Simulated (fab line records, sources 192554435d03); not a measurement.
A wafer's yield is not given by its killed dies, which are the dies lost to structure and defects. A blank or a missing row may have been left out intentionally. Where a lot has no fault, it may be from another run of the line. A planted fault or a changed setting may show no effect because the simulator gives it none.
Split-lot trial :: flow n5Finfet :: 21 wafers read from 7 lots, route of 1938 steps

== THE SPLIT ITSELF ==
At N5_SD_EPI_N_ETCH_45 (etches SiOCN in CH3F/O2, target depth 6 nm), the setting targetDepthA was moved away from the recipe's 60 angstrom on 7 of the 21 wafers read, by -5.1% to +11.7%. All remaining wafers had this setting at the recipe value.

The reading is taken at the split's own step.

== THE READING ==
etch.depthNm (the simulator's own value, which no gauge read), in nm, at N5_SD_EPI_N_ETCH_45 (etches SiOCN in CH3F/O2, target depth 6 nm). No usual value for it is given in the file. Average 6.041 nm, standard deviation 0.081 nm, over the 14 wafers here run with the recipe.

wafer: L074.3
tool, chamber at the split: rieDiel-01, 2
targetDepthA as run, angstrom: 60
against the recipe: recipe
etch.depthNm, nm: 6.089
against lot-mates on the recipe: -

wafer: L074.5
tool, chamber at the split: rieDiel-01, 2
targetDepthA as run, angstrom: 60
against the recipe: recipe
etch.depthNm, nm: 6.125
against lot-mates on the recipe: -

wafer: L074.6
tool, chamber at the split: rieDiel-01, 1
targetDepthA as run, angstrom: 60
against the recipe: recipe
etch.depthNm, nm: 5.963
against lot-mates on the recipe: -

wafer: L076.1
tool, chamber at the split: rieDiel-01, 3
targetDepthA as run, angstrom: 60
against the recipe: recipe
etch.depthNm, nm: 5.862
against lot-mates on the recipe: -

wafer: L076.3
tool, chamber at the split: rieDiel-01, 2
targetDepthA as run, angstrom: 60
against the recipe: recipe
etch.depthNm, nm: 6.114
against lot-mates on the recipe: -

wafer: L076.5
tool, chamber at the split: rieDiel-01, 0
targetDepthA as run, angstrom: 62.6
against the recipe: +4.3%
etch.depthNm, nm: 6.306
against lot-mates on the recipe: +0.318

wafer: L080.1
tool, chamber at the split: rieDiel-06, 3
targetDepthA as run, angstrom: 58.06
against the recipe: -3.2%
etch.depthNm, nm: 5.836
against lot-mates on the recipe: -0.205

wafer: L080.3
tool, chamber at the split: rieDiel-06, 1
targetDepthA as run, angstrom: 60
against the recipe: recipe
etch.depthNm, nm: 6.064
against lot-mates on the recipe: -

wafer: L080.4
tool, chamber at the split: rieDiel-06, 1
targetDepthA as run, angstrom: 60
against the recipe: recipe
etch.depthNm, nm: 6.018
against lot-mates on the recipe: -

wafer: L083.1
tool, chamber at the split: rieDiel-06, 0
targetDepthA as run, angstrom: 67.01
against the recipe: +11.7%
etch.depthNm, nm: 6.823
against lot-mates on the recipe: +0.809

wafer: L083.4
tool, chamber at the split: rieDiel-06, 1
targetDepthA as run, angstrom: 60
against the recipe: recipe
etch.depthNm, nm: 6.014
against lot-mates on the recipe: -

wafer: L083.5
tool, chamber at the split: rieDiel-06, 1
targetDepthA as run, angstrom: 67.01
against the recipe: +11.7%
etch.depthNm, nm: 6.7
against lot-mates on the recipe: +0.686

wafer: L087.1
tool, chamber at the split: rieDiel-06, 0
targetDepthA as run, angstrom: 60
against the recipe: recipe
etch.depthNm, nm: 6.141
against lot-mates on the recipe: -

wafer: L087.5
tool, chamber at the split: rieDiel-06, 0
targetDepthA as run, angstrom: 60
against the recipe: recipe
etch.depthNm, nm: 6.16
against lot-mates on the recipe: -

wafer: L087.6
tool, chamber at the split: rieDiel-06, 1
targetDepthA as run, angstrom: 60
against the recipe: recipe
etch.depthNm, nm: 6.021
against lot-mates on the recipe: -

wafer: L090.1
tool, chamber at the split: rieDiel-06, 2
targetDepthA as run, angstrom: 56.94
against the recipe: -5.1%
etch.depthNm, nm: 5.687
against lot-mates on the recipe: -0.277

wafer: L090.5
tool, chamber at the split: rieDiel-06, 3
targetDepthA as run, angstrom: 60
against the recipe: recipe
etch.depthNm, nm: 5.954
against lot-mates on the recipe: -

wafer: L090.6
tool, chamber at the split: rieDiel-06, 2
targetDepthA as run, angstrom: 60
against the recipe: recipe
etch.depthNm, nm: 5.974
against lot-mates on the recipe: -

wafer: L093.2
tool, chamber at the split: rieDiel-06, 1
targetDepthA as run, angstrom: 63.13
against the recipe: +5.2%
etch.depthNm, nm: 6.265
against lot-mates on the recipe: +0.185

wafer: L093.4
tool, chamber at the split: rieDiel-06, 2
targetDepthA as run, angstrom: 63.13
against the recipe: +5.2%
etch.depthNm, nm: 6.241
against lot-mates on the recipe: +0.161

wafer: L093.6
tool, chamber at the split: rieDiel-06, 0
targetDepthA as run, angstrom: 60
against the recipe: recipe
etch.depthNm, nm: 6.08
against lot-mates on the recipe: -

THE FIT
A straight line over all 21 wafers: etch.depthNm changes by +0.06 nm for each +1% of targetDepthA; r = +0.95; the points scatter about the line by 0.08 nm.
The same after taking each lot's own level away (the mean of its wafers on the recipe; 21 wafers): +0.0598 nm for each +1%; r = +0.96; scatter 0.077 nm.
On that fit, the largest move of targetDepthA shifts the reading by 0.7 nm.
The span of the lots' own levels, 5.9640 to 6.1073 nm, comes to 1.8 times the standard deviation stated above.
The two slopes are in agreement: the lot-to-lot level therefore moves the slope only a little.
Check: for one of the wafers moved furthest among these (+11.7%), held out of the fit, the line's prediction against its lot-mates is +0.629 nm. It came out at +0.809 nm against them.

== OTHER SPLITS ON THESE WAFERS ==
Note: prior to the reading, these wafers also went through further splits. Each is held against what the fit with the lots' levels taken away leaves over:
other split on the same wafers: N5_FIN_SAQP_PECVD_06 timeS
wafers away from the commonest value: 5
r with etch.depthNm (lot level and that fit taken away): +0.12

other split on the same wafers: N5_FIN_SAQP_COAT_49 timeS
wafers away from the commonest value: 8
r with etch.depthNm (lot level and that fit taken away): -0.34

other split on the same wafers: N5_DUMMY_GATE_CVD_03 tempC
wafers away from the commonest value: 9
r with etch.depthNm (lot level and that fit taken away): -0.18

other split on the same wafers: N5_DUMMY_GATE_COAT_35 spinRpm
wafers away from the commonest value: 7
r with etch.depthNm (lot level and that fit taken away): +0.23

== FILE'S OWN FIT ==
etch.depthNm changes by +0.0598 nm for each +1% of targetDepthA, r = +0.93.
